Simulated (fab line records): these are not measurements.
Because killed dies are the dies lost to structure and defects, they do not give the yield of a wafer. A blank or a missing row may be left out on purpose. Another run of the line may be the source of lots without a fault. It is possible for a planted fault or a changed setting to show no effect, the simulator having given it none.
fab line records ; flow nandHarc
[record] lots = 14; wafers = 42; lastDay = 24
route steps=1159 shown A_M0@1006 A_M1@1026
lots with no fault: from the same line, run without faults
startH: hours from the record's opening day to when the first of the lot's shown wafers began ; waitH: hours since the lot's step before ; " as in the row above ; L1.1+2: a row that stands for several wafers ; - value missing, or start not given ; * or withheld: withheld ; < > ~ a bound
route shown NAME@n: NAME is a module with steps in the file, n the number in the route of the first one ; usual: mean/standard deviation of fault-free wafers ; same: alike in all rows ; chamber/n: place in a boat ; sites: the reading at each site ; _std_site: their standard deviation ; _edge_site: the outer-site mean with the inner-site mean subtracted ; radiusMm: how far each site lies from the wafer's centre ; mask NAME#n: copy n ; behind: the last tool/chamber to shape the wafer ; hold: why the lot was held/for how many hours/how that ended ; device: which transistor (n, p or np) failed to switch ; end of line: the tests these same wafers got at the end of their route ; a step without rows: its recipe alone ; killed: at the first sort, the dies lost to defects and structure; wafer yield is something else ; map: a wafer's dies, marking killed ones x, the rest . and places with no die _
set.NAME: the run value of the setting; set.NAME@STEP: its run value at that earlier step ; model.NAME: the simulator's own value behind a step, which no gauge read
a sample of lots followed through the steps of the route, with each step as a table and each wafer as a row
services: from which hour (startH, from the record's first day; less than 0 if before it) a tool's chamber was out of use, for how many hours, and why
[[steps]]
[step NHARC_A_M0_INSPECT_11]
[usual] rawDefectCount = 31/16
lot.wafer;tool;chamber;startH;waitH;rawDefectCount
L469.2;defectInspect-02;-;402.33;0.0;24
L469.4;defectInspect-02;-;402.33;0.0;20
L469.6;defectInspect-02;-;402.33;0.0;21
L470.1;defectInspect-01;-;402.77;0.0;25
L470.2;defectInspect-01;-;402.77;0.0;26
L470.6;defectInspect-01;-;402.77;0.0;28
L474.2;defectInspect-01;-;412.63;0.0;27
L474.3;defectInspect-01;-;412.63;0.0;22
L474.6;defectInspect-01;-;412.63;0.0;23
L472.2;defectInspect-02;-;417.18;0.0;9
L472.3;defectInspect-02;-;417.18;0.0;14
L472.4;defectInspect-02;-;417.18;0.0;11
L475.2;defectInspect-02;-;436.95;0.0;9
L475.3;defectInspect-02;-;436.95;0.0;13
L475.4;defectInspect-02;-;436.95;0.0;11
L476.1;defectInspect-01;-;443.78;0.0;36
L476.5;defectInspect-01;-;443.78;0.0;45
L476.6;defectInspect-01;-;443.78;0.0;42
L478.3;defectInspect-01;-;455.41;0.0;18
L478.5;defectInspect-01;-;455.41;0.0;13
L478.6;defectInspect-01;-;455.41;0.0;12
L480.1;defectInspect-01;-;461.64;0.0;25
L480.2;defectInspect-01;-;461.64;0.0;30
L480.4;defectInspect-01;-;461.64;0.0;27
L481.1;defectInspect-02;-;462.07;0.0;13
L481.4;defectInspect-02;-;462.07;0.0;9
L481.5;defectInspect-02;-;462.07;0.0;9
L484.1;defectInspect-02;-;497.55;0.0;55
L484.3;defectInspect-02;-;497.55;0.0;36
L484.5;defectInspect-02;-;497.55;0.0;46
L485.4;defectInspect-01;-;502.84;0.0;35
L485.5;defectInspect-01;-;502.84;0.0;38
L485.6;defectInspect-01;-;502.84;0.0;36
L489.1;defectInspect-02;-;527.43;0.0;14
L489.2;defectInspect-02;-;527.43;0.0;16
L489.3;defectInspect-02;-;527.43;0.0;24
L490.2;defectInspect-01;-;536.90;0.0;32
L490.5;defectInspect-01;-;536.90;0.0;41
L490.6;defectInspect-01;-;536.90;0.0;46
L491.1;defectInspect-02;-;541.35;0.0;54
L491.3;defectInspect-02;-;541.35;0.0;44
L491.5;defectInspect-02;-;541.35;0.0;40
[step NHARC_A_M0_ANNEAL_30]
[recipe] tempC = 225; timeS = 90
[usual] wafer_temp_C_max = 226.04/0.23
lot.wafer;tool;chamber;startH;waitH;wafer_temp_C_max
L469.2;rtpAnneal-01;0;404.09;-;225.68
L469.4;rtpAnneal-01;0;404.09;-;226.20
L469.6;rtpAnneal-01;0;404.09;-;226.10
L470.1;rtpAnneal-01;0;404.49;0.3;226.04
L470.2;rtpAnneal-01;0;404.49;0.3;226.13
L470.6;rtpAnneal-01;0;404.49;0.3;225.97
L474.2;rtpAnneal-01;0;414.44;0.3;225.77
L474.3;rtpAnneal-01;0;414.44;0.3;225.97
L474.6;rtpAnneal-01;0;414.44;0.3;226.08
L472.2;rtpAnneal-01;0;418.99;-;226.02
L472.3;rtpAnneal-01;0;418.99;-;226.01
L472.4;rtpAnneal-01;0;418.99;-;226.30
L475.2;rtpAnneal-01;0;438.73;-;225.98
L475.3;rtpAnneal-01;0;438.73;-;226.26
L475.4;rtpAnneal-01;0;438.73;-;226.07
L476.1;rtpAnneal-01;0;445.50;-;225.86
L476.5;rtpAnneal-01;0;445.50;-;225.88
L476.6;rtpAnneal-01;0;445.50;-;226.05
L478.3;rtpAnneal-02;0;457.39;0.4;226.12
L478.5;rtpAnneal-02;0;457.39;0.4;226.35
L478.6;rtpAnneal-02;0;457.39;0.4;226.08
L480.1;rtpAnneal-01;0;463.38;0.3;225.87
L480.2;rtpAnneal-01;0;463.38;0.3;226.13
L480.4;rtpAnneal-01;0;463.38;0.3;226.42
L481.1;rtpAnneal-01;0;463.84;0.3;226.01
L481.4;rtpAnneal-01;0;463.84;0.3;226.08
L481.5;rtpAnneal-01;0;463.84;0.3;226.04
L484.1;rtpAnneal-01;0;499.29;-;225.90
L484.3;rtpAnneal-01;0;499.29;-;226.46
L484.5;rtpAnneal-01;0;499.29;-;225.96
L485.4;rtpAnneal-02;0;504.74;-;225.99
L485.5;rtpAnneal-02;0;504.74;-;225.96
L485.6;rtpAnneal-02;0;504.74;-;226.09
L489.1;rtpAnneal-02;0;529.23;0.4;226.13
L489.2;rtpAnneal-02;0;529.23;0.4;226.00
L489.3;rtpAnneal-02;0;529.23;0.4;225.70
L490.2;rtpAnneal-02;0;538.71;-;226.05
L490.5;rtpAnneal-02;0;538.71;-;225.75
L490.6;rtpAnneal-02;0;538.71;-;225.73
L491.1;rtpAnneal-02;0;543.11;-;225.71
L491.3;rtpAnneal-02;0;543.11;-;225.49
L491.5;rtpAnneal-02;0;543.11;-;225.85
[step NHARC_A_M1_DEP_00]
[recipe] targetThkA = 1825; targetThkNm = 182.5; tempC = withheld; pressureTorr = 5; flowSccm = 200; rfW = 600; material = SiOC
[usual] chamberPressureTorr = 4.998/0.012; rfFwdPowerW = 598.7/1.6
lot.wafer;tool;chamber;startH;waitH;chamberPressureTorr;rfFwdPowerW
L469.2;pecvd-04;2;405.53;-;5.003;597.9
L469.4;pecvd-04;1;405.53;-;5.013;597.3
L469.6;pecvd-04;2;405.53;-;4.989;596.6
L470.1;pecvd-02;2;405.86;-;5.000;599.6
L470.2;pecvd-02;1;405.86;-;5.007;599.0
L470.6;pecvd-02;2;405.86;-;4.992;600.5
L474.3;pecvd-04;0;415.93;0.3;5.002;599.5
L474.2;pecvd-04;1;415.93;0.3;5.002;597.6
L474.6;pecvd-04;0;415.93;0.3;5.020;599.4
L472.3;pecvd-04;1;420.71;-;4.993;600.4
L472.2;pecvd-04;2;420.71;-;5.009;598.7
L472.4;pecvd-04;2;420.71;-;5.008;600.1
L475.2;pecvd-02;1;440.08;-;4.975;597.8
L475.3;pecvd-02;2;440.08;-;4.988;599.8
L475.4;pecvd-02;0;440.08;-;5.001;598.3
L476.1;pecvd-04;0;446.91;-;4.991;599.9
L476.5;pecvd-04;2;446.91;-;5.008;600.5
L476.6;pecvd-04;1;446.91;-;5.007;596.6
L478.3;pecvd-02;2;458.67;-;4.995;598.1
L478.6;pecvd-02;2;458.67;-;5.007;599.8
L478.5;pecvd-02;0;458.67;-;5.014;596.9
L480.2;pecvd-04;0;465.06;-;4.996;597.4
L480.1;pecvd-04;2;465.06;-;4.997;597.4
L480.4;pecvd-04;0;465.06;-;5.000;596.2
L481.1;pecvd-03;1;465.22;-;4.996;598.5
L481.5;pecvd-03;1;465.22;-;4.975;597.5
L481.4;pecvd-03;2;465.22;-;4.988;600.6
L484.3;pecvd-03;0;500.67;-;-;-
L484.1;pecvd-03;1;500.67;-;-;-
L484.5;pecvd-03;1;500.67;-;-;-
L485.6;pecvd-04;2;506.52;-;-;-
L485.4;pecvd-04;0;506.52;-;-;-
L485.5;pecvd-04;1;506.52;-;-;-
L489.3;pecvd-03;1;530.65;-;5.007;598.1
L489.1;pecvd-03;2;530.65;-;5.011;596.8
L489.2;pecvd-03;0;530.65;-;5.025;599.7
L490.2;pecvd-04;0;540.13;-;4.995;598.6
L490.6;pecvd-04;2;540.13;-;5.011;600.3
L490.5;pecvd-04;0;540.13;-;5.010;597.2
L491.3;pecvd-02;2;544.49;-;5.025;598.5
L491.1;pecvd-02;1;544.49;-;5.012;596.8
L491.5;pecvd-02;0;544.49;-;5.006;599.4
[step NHARC_A_M1_DESCUM_14]
[recipe] timeS = 3; o2FlowSccm = 200; arFlowSccm = 0; biasPowerW = 0; chemistry = O2
[usual] drypumpMotorCurrentA = 5.7/0.49; mfcArSccm = 0.010/0.012; oesProductAu = 1.001/0.0074; rfVppV = 57.8/0.85; showerheadPlenumPTorr = 1.91/0.081; throttleValvePct = 11.311/0.0085
lot.wafer;tool;chamber;startH;waitH;drypumpMotorCurrentA;mfcArSccm;oesProductAu;rfHoursCounterH;rfVppV;showerheadPlenumPTorr;throttleValvePct
L469.4;rieDiel-09;0;406.46;0.1;6.2;0.008;0.993;8.3;57.6;1.84;11.303
L469.2;rieDiel-09;3;406.46;0.1;5.9;0.006;1.001;7.9;57.9;1.97;11.323
L469.6;rieDiel-09;0;406.46;0.1;6.2;0.008;1.004;-;56.8;1.84;11.311
L470.2;rieDiel-13;1;406.89;0.1;5.3;0.009;1.012;7.2;58.3;1.98;11.305
L470.1;rieDiel-13;2;406.89;0.1;5.1;0.029;1.009;7.5;58.8;1.82;11.303
L470.6;rieDiel-13;1;406.89;0.1;5.3;0.009;1.013;-;57.5;1.99;11.303
L474.3;rieDiel-13;1;416.86;0.1;5.3;0.009;1.002;8.2;57.4;1.98;11.316
L474.2;rieDiel-13;3;416.86;0.1;5.6;0;0.991;9.8;58.3;2.02;11.299
L474.6;rieDiel-13;1;416.86;0.1;5.3;0.009;1.010;-;57.3;1.98;11.317
L472.2;rieDiel-09;0;421.70;0.1;6.2;0.008;0.993;9.6;57.0;1.84;11.318
L472.3;rieDiel-09;1;421.70;0.1;6.0;0.023;1.002;9.5;58.3;1.95;11.313
L472.4;rieDiel-09;2;421.70;0.1;4.8;0;0.998;9.5;57.1;1.82;11.319
L475.4;rieDiel-09;1;441.06;0.1;6.0;0.023;1.015;0;58.0;1.95;11.300
L475.3;rieDiel-09;2;441.06;0.1;4.8;0;1.000;0;57.8;1.82;11.295
L475.2;rieDiel-09;3;441.06;0.1;5.9;0.006;1.015;0;59.6;1.97;11.304
L476.1;rieDiel-11;0;447.92;0.1;5.9;0.013;0.997;1.6;58.0;1.92;11.309
L476.6;rieDiel-11;1;447.92;0.1;5.0;0;0.995;-;56.8;2.01;11.290
L476.5;rieDiel-11;2;447.92;0.1;6.3;0.038;1.007;-;57.2;1.83;11.322
L478.3;rieDiel-09;3;459.72;0.1;5.9;0.006;1.007;1.4;58.5;1.97;11.308
L478.5;rieDiel-09;1;459.72;0.1;6.0;0.023;1.012;-;57.2;1.94;11.325
L478.6;rieDiel-09;2;459.72;0.1;4.8;0;0.996;-;57.0;1.82;11.334
L480.1;rieDiel-09;2;465.97;0.1;4.8;0;1.001;0.6;58.5;1.82;11.320
L480.2;rieDiel-09;3;465.97;0.1;5.9;0.006;1.009;1.5;58.7;1.97;11.308
L480.4;rieDiel-09;0;465.97;0.1;6.2;0.008;0.999;1.6;56.7;1.84;11.313
L481.1;rieDiel-11;3;466.24;0.1;5.8;0;1.005;2.2;59.1;2.05;11.301
L481.4;rieDiel-11;0;466.24;0.1;5.9;0.013;0.984;2.1;58.7;1.92;11.318
L481.5;rieDiel-11;3;466.24;0.1;5.8;0;0.999;-;57.9;2.05;11.311
L484.3;rieDiel-13;3;501.70;0.1;5.7;0;1.007;2.8;58.0;2.02;11.328
L484.1;rieDiel-13;1;501.70;0.1;5.4;0.009;0.997;3.3;57.8;1.98;11.316
L484.5;rieDiel-13;3;501.70;0.1;5.6;0;1.002;-;58.9;2.02;11.310
L485.4;rieDiel-13;0;507.29;0.1;5.9;0;1.008;3.0;57.4;1.84;11.317
L485.5;rieDiel-13;3;507.29;0.1;5.6;0;0.997;-;58.6;2.02;11.320
L485.6;rieDiel-13;0;507.29;0.1;5.9;0;1.002;-;56.1;1.84;11.310
L489.2;rieDiel-13;3;531.67;0.1;5.6;0;1.011;5.1;59.0;2.02;11.311
L489.3;rieDiel-13;0;531.67;0.1;5.9;0;1.006;5.2;58.7;1.84;11.320
L489.1;rieDiel-13;1;531.67;0.1;5.4;0.009;1.014;5.7;59.2;1.98;11.306
L490.2;rieDiel-09;3;541.08;0.1;5.9;0.006;1.000;5.0;58.4;1.97;11.311
L490.5;rieDiel-09;1;541.08;0.1;6.0;0.023;0.994;-;58.1;1.94;11.313
L490.6;rieDiel-09;2;541.08;0.1;4.8;0;0.989;-;57.5;1.82;11.312
L491.3;rieDiel-09;0;545.53;0.1;6.2;0.008;0.986;5.3;57.9;1.83;11.307
L491.1;rieDiel-09;1;545.53;0.1;6.0;0.023;0.995;5.7;57.5;1.94;11.325
L491.5;rieDiel-09;2;545.53;0.1;4.8;0;0.997;-;57.4;1.82;11.304
[[services]]
tool;chamber;startH;hours;kind
rieDiel-09;0;385.60;-;clean
rieDiel-09;1;385.60;-;clean
rieDiel-09;2;385.60;-;clean
rieDiel-09;3;385.60;-;clean
pecvd-04;0;389.22;-;clean
pecvd-04;1;389.22;-;clean
pecvd-04;2;389.22;-;clean
rieDiel-09;0;410.10;-;clean
pecvd-02;1;414.46;8.1;repair
pecvd-02;0;429.67;5.2;repair
rieDiel-09;-;431.30;9.0;pm
rieDiel-13;0;432.30;4.0;repair
rieDiel-09;2;448.86;8.6;repair
rieDiel-13;-;453.00;9.0;pm
rieDiel-13;0;463.04;4.3;repair
pecvd-02;1;470.44;17.1;repair
pecvd-03;-;473.39;13.0;pm
pecvd-02;0;477.34;2.7;repair
rieDiel-13;1;487.90;4.1;repair
rieDiel-09;2;506.86;4.7;repair
pecvd-02;-;515.26;13.0;pm
pecvd-04;0;517.96;4.8;repair
rieDiel-13;2;534.02;12.9;repair
rieDiel-11;-;543.55;9.0;pm
[[key]]
[firstSign] step = NHARC_A_M1_DEP_00; reading = toolRecord; direction = missing
effect none on later readings
metAt NHARC_A_M1_DEP_00
struckLots L484,L485
laterRowsLeftOut L484.1,L484.3,L484.5,L485.4,L485.5,L485.6
sortLeftOut L484.1,L484.3,L484.5,L485.4,L485.5,L485.6
notActingAt NHARC_A_M0_INSPECT_11,NHARC_A_M0_ANNEAL_30,NHARC_A_M1_DESCUM_14
onsetBetween 465.22 500.67
[fault] kind = skippedStepWhole; tool = pecvd-03,pecvd-04; chamber = -; onsetH = 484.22; steps = NHARC_A_M1_DEP_00; scope = struckLotsOnly
// sortLeftOut: the simulated sort isn't trusted on such a fault, so these wafers' sort isn't shown, and their yield isn't known
// laterRowsLeftOut: the simulator's readings of these wafers behind a module that went badly wrong aren't trusted and aren't shown, but for the sort
